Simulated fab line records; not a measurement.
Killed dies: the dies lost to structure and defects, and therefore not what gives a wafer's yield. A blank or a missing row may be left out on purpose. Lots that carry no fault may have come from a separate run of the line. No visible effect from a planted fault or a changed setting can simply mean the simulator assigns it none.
Which tool did it? | flow n5-finfet | Sampling: 11 lots, 33 wafers, 4 of 1938 route steps

## WHAT THE GAUGES READ, wafer by wafer
N5_BEOL_M15_CD_MEAS_28: the cd target is 407.6 nm.
lot  | measured     | on        | cd-nm (nm)
L730 | day 12 08:04 | cd-sem-01 | 408.8 409.1 408.4
L731 | day 12 09:12 | cd-sem-03 | 407.2 405.4 408.8
L735 | day 15 15:45 | cd-sem-02 | 406.0 407.2 406.2
L740 | day 17 04:10 | cd-sem-01 | 407.9 406.1 410.3
L743 | day 17 05:19 | cd-sem-02 | 411.2 409.0 409.3
L745 | day 17 10:01 | cd-sem-01 | 404.8 405.8 407.8
L746 | day 17 21:17 | cd-sem-02 | 408.1 408.1 406.9
L744 | day 18 20:02 | cd-sem-02 | 405.5 404.2 405.9
L751 | day 18 21:37 | cd-sem-03 | 404.3 405.6 407.4
L752 | day 19 04:35 | cd-sem-01 | 411.7 408.0 409.8
L753 | day 19 11:30 | cd-sem-02 | 406.9 408.6 408.4

N5_BEOL_M15_OVL_MEAS_29.
lot  | measured     | on         | M15_OVL (nm)
L730 | day 12 08:06 | overlay-01 | 4 7 -2
L731 | day 12 09:14 | overlay-02 | 4 2 2
L735 | day 15 15:47 | overlay-02 | 8 1 1
L740 | day 17 04:12 | overlay-02 | -2 4 -3
L743 | day 17 05:21 | overlay-02 | 116 125 124
L745 | day 17 10:03 | overlay-01 | 111 119 114
L746 | day 17 21:19 | overlay-01 | 1 1 6
L744 | day 18 20:04 | overlay-01 | 109 107 108
L751 | day 18 21:39 | overlay-02 | -2 0 3
L752 | day 19 04:37 | overlay-01 | 5 0 4
L753 | day 19 11:32 | overlay-01 | 6 10 4

## TOOL THAT RAN EACH LOT (tool first, then ch and the chambers of the sampled wafers, then the start)
lot  | N5_BEOL_M15_ETCH_59                | N5_BEOL_M15_EXPOSE_25
L730 | rie-diel-06 ch 0,1,3, day 12 06:43 | krf-scanner-02 ch 0, day 12 07:54
L731 | rie-diel-06 ch 0,1,2, day 12 07:49 | krf-scanner-02 ch 0, day 12 09:02
L735 | rie-diel-04 ch 0,1,2, day 15 14:24 | krf-scanner-02 ch 0, day 15 15:35
L740 | rie-diel-04 ch 0,1,2, day 17 02:40 | krf-scanner-02 ch 0, day 17 04:00
L743 | rie-diel-04 ch 1,2, day 17 03:56   | krf-scanner-02 ch 0, day 17 05:09
L745 | rie-diel-06 ch 1,3, day 17 08:31   | krf-scanner-02 ch 0, day 17 09:51
L746 | rie-diel-02 ch 0,1,3, day 17 19:35 | krf-scanner-01 ch 0, day 17 21:07
L744 | rie-diel-06 ch 0,1,2, day 18 18:41 | krf-scanner-02 ch 0, day 18 19:52
L751 | rie-diel-06 ch 0,3, day 18 20:09   | krf-scanner-01 ch 0, day 18 21:28
L752 | rie-diel-06 ch 0,1,2, day 19 03:07 | krf-scanner-01 ch 0, day 19 04:25
L753 | rie-diel-02 ch 1,2,3, day 19 10:02 | krf-scanner-01 ch 0, day 19 11:20
- N5_BEOL_M15_ETCH_59: etches BARC in N2/H2, target depth 89 nm, overetch 26.7 nm, time 67.9 s.
- N5_BEOL_M15_EXPOSE_25: exposes mask M15, target cd 400 nm.

## AS READ BY THE TOOLS THEMSELVES (means over the sampled wafers that have a number; for cases with no such wafer, the mark the record gives instead)
N5_BEOL_M15_ETCH_59.
lot  | tool        | drypump-motor-current-A (A) | oes-product-au (a.u.) | rf-vpp-V (V) | showerhead-plenum-p-Torr (Torr) | throttle-valve-pct (%)
L730 | rie-diel-06 | 5.3                         | 0.65                  | 520.9        | 2.43                            | 17.85
L731 | rie-diel-06 | 5.2                         | 0.64                  | 522.9        | 2.50                            | 17.80
L735 | rie-diel-04 | 5.7                         | 0.70                  | 525.7        | 2.61                            | 17.91
L740 | rie-diel-04 | 5.8                         | 0.68                  | 524.7        | 2.61                            | 17.92
L743 | rie-diel-04 | 5.9                         | 0.70                  | 528.0        | 2.68                            | 17.97
L745 | rie-diel-06 | 5.5                         | 0.66                  | 522.8        | 2.50                            | 17.95
L746 | rie-diel-02 | 5.7                         | 0.72                  | 522.6        | 2.49                            | 17.79
L744 | rie-diel-06 | 5.3                         | 0.74                  | 524.2        | 2.59                            | 17.59
L751 | rie-diel-06 | 5.2                         | 0.61                  | 520.5        | 2.42                            | 18.11
L752 | rie-diel-06 | 5.3                         | 0.73                  | 525.1        | 2.59                            | 17.60
L753 | rie-diel-02 | 5.8                         | 0.72                  | 521.1        | 2.46                            | 17.73

## THE ANSWER, worked out from the rows above alone
Rule: the lots themselves supply what counts as usual. The widest of any qualifying gaps counts: lots, ordered by their means at a reading, are off when they make up no more than a third of the lots, leave a main group of 4 or more, and stand apart from it by 3 or more times the standard deviation of that group's means. A main group is skipped when, at the precision printed for the reading in the tables above, its means are all equal. A lot without any number at a reading at which 4 lots or more have one is off too. The other lots that the step has rows for count as sound. First the gauges in route order, then the tools' own readings, where a lot's mean is used as printed above. At the first step where some lot is off, the reading lying furthest off is the one used; lots without a number count as furthest.
Off: L743, L745, L744, at N5_BEOL_M15_OVL_MEAS_29 (M15_OVL). Mean 3 nm and standard deviation 2 in the main group.
If a tool, at a process step before that reading, ran all the lots that are off and no sound lot after the first of them, it fits. The gauges at N5_BEOL_M15_OVL_MEAS_29 are tried like those tools. One candidate fits, namely krf-scanner-02 at N5_BEOL_M15_EXPOSE_25. Its last sound lot is L740 (day 17 04:00), its first lot that is off L743 (day 17 05:09): a fault that began between those two fits.

## WHAT THE SIMULATOR HAD PUT IN
Scanner matching overlay: krf-scanner-02, from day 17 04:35 on, at N5_BEOL_M15_EXPOSE_25. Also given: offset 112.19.
Struck lots among those shown: L743, L745, L744. The rule above found the same.
